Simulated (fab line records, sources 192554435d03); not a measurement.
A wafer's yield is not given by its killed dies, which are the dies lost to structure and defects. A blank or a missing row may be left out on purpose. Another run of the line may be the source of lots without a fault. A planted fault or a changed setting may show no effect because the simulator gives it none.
Split-lot experiment :: flow n5Finfet :: 7 lots, 39 wafers read, on a route of 1938 steps

## ON THE SPLIT
At N5_BEOL_M6_ILD_DEP_00 (deposits SiCOH lowk from DEMS/porogen, target thk 179.75 nm, time 33.4 s), the setting timeS was moved away from the recipe's 33.4 s on 18 of the 39 wafers read, by -40.1% to +58.7%. All remaining wafers had this setting at the recipe value.

## FROM SPLIT TO READING: 1 step shown by the file between the two
- N5_BEOL_M6_CURE_74: cures SiCOH lowk, time 240 s

## THE READING
M6_ILD_THK at N5_BEOL_M6_THK_MEAS_01, in nm. On this fab line, fault-free wafers typically give 155.1 nm with a standard deviation of 2.1 nm.

wafer: L079.1
tool, chamber at the split: pecvd-01, 1
timeS as run, s: 33.4
against the recipe: recipe
M6_ILD_THK, nm: 151.4
against lot-mates on the recipe: -

wafer: L079.2
tool, chamber at the split: pecvd-01, 0
timeS as run, s: 53.02
against the recipe: +58.7%
M6_ILD_THK, nm: 241.7
against lot-mates on the recipe: +87.6

wafer: L079.3
tool, chamber at the split: pecvd-01, 2
timeS as run, s: 33.4
against the recipe: recipe
M6_ILD_THK, nm: 156.2
against lot-mates on the recipe: -

wafer: L079.4
tool, chamber at the split: pecvd-01, 1
timeS as run, s: 33.4
against the recipe: recipe
M6_ILD_THK, nm: 154.7
against lot-mates on the recipe: -

wafer: L079.5
tool, chamber at the split: pecvd-01, 0
timeS as run, s: 53.02
against the recipe: +58.7%
M6_ILD_THK, nm: 245.0
against lot-mates on the recipe: +90.9

wafer: L079.6
tool, chamber at the split: pecvd-01, 2
timeS as run, s: 53.02
against the recipe: +58.7%
M6_ILD_THK, nm: 247.6
against lot-mates on the recipe: +93.5

wafer: L080.1
tool, chamber at the split: pecvd-03, 1
timeS as run, s: 19.99
against the recipe: -40.1%
M6_ILD_THK, nm: 93.0
against lot-mates on the recipe: -61.0

wafer: L080.2
tool, chamber at the split: pecvd-03, 2
timeS as run, s: 33.4
against the recipe: recipe
M6_ILD_THK, nm: 153.0
against lot-mates on the recipe: -

wafer: L080.3
tool, chamber at the split: pecvd-03, 1
timeS as run, s: 19.99
against the recipe: -40.1%
M6_ILD_THK, nm: 93.7
against lot-mates on the recipe: -60.3

wafer: L080.4
tool, chamber at the split: pecvd-03, 2
timeS as run, s: 19.99
against the recipe: -40.1%
M6_ILD_THK, nm: 93.3
against lot-mates on the recipe: -60.7

wafer: L080.5
tool, chamber at the split: pecvd-03, 1
timeS as run, s: 33.4
against the recipe: recipe
M6_ILD_THK, nm: 155.2
against lot-mates on the recipe: -

wafer: L080.6
tool, chamber at the split: pecvd-03, 2
timeS as run, s: 33.4
against the recipe: recipe
M6_ILD_THK, nm: 153.8
against lot-mates on the recipe: -

wafer: L082.1
tool, chamber at the split: pecvd-03, 2
timeS as run, s: 42.34
against the recipe: +26.8%
M6_ILD_THK, nm: 197.6
against lot-mates on the recipe: +40.4

wafer: L082.2
tool, chamber at the split: pecvd-03, 1
timeS as run, s: 33.4
against the recipe: recipe
M6_ILD_THK, nm: 156.3
against lot-mates on the recipe: -

wafer: L082.3
tool, chamber at the split: pecvd-03, 0
timeS as run, s: 33.4
against the recipe: recipe
M6_ILD_THK, nm: 157.0
against lot-mates on the recipe: -

wafer: L082.4
tool, chamber at the split: pecvd-03, 0
timeS as run, s: 42.34
against the recipe: +26.8%
M6_ILD_THK, nm: 201.6
against lot-mates on the recipe: +44.4

wafer: L082.5
tool, chamber at the split: pecvd-03, 2
timeS as run, s: 33.4
against the recipe: recipe
M6_ILD_THK, nm: 158.3
against lot-mates on the recipe: -

wafer: L082.6
tool, chamber at the split: pecvd-03, 1
timeS as run, s: 42.34
against the recipe: +26.8%
M6_ILD_THK, nm: 198.1
against lot-mates on the recipe: +40.9

wafer: L086.1
tool, chamber at the split: pecvd-04, 1
timeS as run, s: 28.19
against the recipe: -15.6%
M6_ILD_THK, nm: 130.7
against lot-mates on the recipe: -25.1

wafer: L086.2
tool, chamber at the split: pecvd-04, 0
timeS as run, s: 28.19
against the recipe: -15.6%
M6_ILD_THK, nm: 129.9
against lot-mates on the recipe: -25.9

wafer: L086.3
tool, chamber at the split: pecvd-04, 2
timeS as run, s: 33.4
against the recipe: recipe
M6_ILD_THK, nm: 155.0
against lot-mates on the recipe: -

wafer: L086.4
tool, chamber at the split: pecvd-04, 1
timeS as run, s: 28.19
against the recipe: -15.6%
M6_ILD_THK, nm: 131.2
against lot-mates on the recipe: -24.6

wafer: L086.5
tool, chamber at the split: pecvd-04, 2
timeS as run, s: 33.4
against the recipe: recipe
M6_ILD_THK, nm: 156.5
against lot-mates on the recipe: -

wafer: L086.6
tool, chamber at the split: pecvd-04, 0
timeS as run, s: 33.4
against the recipe: recipe
M6_ILD_THK, nm: 156.0
against lot-mates on the recipe: -

wafer: L087.1
tool, chamber at the split: pecvd-04, 2
timeS as run, s: 23.23
against the recipe: -30.4%
M6_ILD_THK, nm: 107.8
against lot-mates on the recipe: -47.2

wafer: L087.2
tool, chamber at the split: pecvd-04, 0
timeS as run, s: 23.23
against the recipe: -30.4%
M6_ILD_THK, nm: 109.7
against lot-mates on the recipe: -45.3

wafer: L087.3
tool, chamber at the split: pecvd-04, 1
timeS as run, s: 33.4
against the recipe: recipe
M6_ILD_THK, nm: 154.7
against lot-mates on the recipe: -

wafer: L087.4
tool, chamber at the split: pecvd-04, 1
timeS as run, s: 33.4
against the recipe: recipe
M6_ILD_THK, nm: 154.3
against lot-mates on the recipe: -

wafer: L087.5
tool, chamber at the split: pecvd-04, 0
timeS as run, s: 33.4
against the recipe: recipe
M6_ILD_THK, nm: 155.9
against lot-mates on the recipe: -

wafer: L087.6
tool, chamber at the split: pecvd-04, 2
timeS as run, s: 23.23
against the recipe: -30.4%
M6_ILD_THK, nm: 109.5
against lot-mates on the recipe: -45.5

wafer: L088.1
tool, chamber at the split: pecvd-01, 2
timeS as run, s: 33.4
against the recipe: recipe
M6_ILD_THK, nm: 155.0
against lot-mates on the recipe: -

wafer: L088.2
tool, chamber at the split: pecvd-01, 0
timeS as run, s: 46.8
against the recipe: +40.1%
M6_ILD_THK, nm: 213.1
against lot-mates on the recipe: +58.7

wafer: L088.3
tool, chamber at the split: pecvd-01, 1
timeS as run, s: 46.8
against the recipe: +40.1%
M6_ILD_THK, nm: 212.5
against lot-mates on the recipe: +58.1

wafer: L088.4
tool, chamber at the split: pecvd-01, 2
timeS as run, s: 33.4
against the recipe: recipe
M6_ILD_THK, nm: 156.0
against lot-mates on the recipe: -

wafer: L088.5
tool, chamber at the split: pecvd-01, 1
timeS as run, s: 33.4
against the recipe: recipe
M6_ILD_THK, nm: 152.2
against lot-mates on the recipe: -

wafer: L088.6
tool, chamber at the split: pecvd-01, 0
timeS as run, s: 46.8
against the recipe: +40.1%
M6_ILD_THK, nm: 213.6
against lot-mates on the recipe: +59.2

wafer: L096.1
tool, chamber at the split: pecvd-04, 1
timeS as run, s: 33.4
against the recipe: recipe
M6_ILD_THK, nm: 155.9
against lot-mates on the recipe: -

wafer: L096.3
tool, chamber at the split: pecvd-04, 2
timeS as run, s: 33.4
against the recipe: recipe
M6_ILD_THK, nm: 151.3
against lot-mates on the recipe: -

wafer: L096.6
tool, chamber at the split: pecvd-04, 2
timeS as run, s: 33.4
against the recipe: recipe
M6_ILD_THK, nm: 156.4
against lot-mates on the recipe: -

FIT RESULTS
A straight line over all 39 wafers: M6_ILD_THK changes by +1.52 nm for each +1% of timeS; r = +1.00; the points scatter about the line by 2.1 nm.
The same after taking each lot's own level away (the mean of its wafers on the recipe; 39 wafers): +1.52 nm for each +1%; r = +1.00; scatter 1.7 nm.
The reading moves by 89 nm for the largest change in timeS, on that fit.
The span of the lots' own levels, 154.00 to 157.20 nm, comes to 1.5 times the standard deviation stated above.
Consequently the slope shifts little with the lot-to-lot level, the two slopes agreeing.
Check: for one of the wafers moved furthest among these (+58.7%), held out of the fit, the line's prediction against its lot-mates is +89.7 nm. Against them it came out at +87.6 nm.

## FURTHER SPLITS ON THESE WAFERS
These wafers also went through other splits before the reading. Each is held against what the fit with the lots' levels taken away leaves over:
other split on the same wafers: N5_BEOL_M0_SAQP_SPACER2_ALD_26 targetThkA
wafers away from the commonest value: 15
r with M6_ILD_THK (lot level and that fit taken away): -0.04

## THE WHOLE CHAIN: every reading that the file lists as answering this split, in the file's order
step: N5_BEOL_M6_ILD_DEP_00
what it does: deposits SiCOH lowk from DEMS/porogen, target thk 179.75 nm, time 33.4 s
reading: SiCOH_lowk_of_BEOL_M6_ILD_DEP_00.thkNm (the simulator's own value, which no gauge read)
change (the file's fit): +1.74 nm for each +1% of the setting
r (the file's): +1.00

step: N5_BEOL_M6_CURE_74
what it does: cures SiCOH lowk, time 240 s
reading: SiCOH_lowk_of_BEOL_M6_ILD_DEP_00.thkNm (the simulator's own value, which no gauge read)
change (the file's fit): +1.52 nm for each +1% of the setting
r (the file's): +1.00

step: N5_BEOL_M6_THK_MEAS_01
what it does: 
reading: M6_ILD_THK
change (the file's fit): +1.52 for each +1% of the setting
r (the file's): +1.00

## FILE'S OWN FIT
M6_ILD_THK changes by +1.52 nm for each +1% of timeS, r = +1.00.
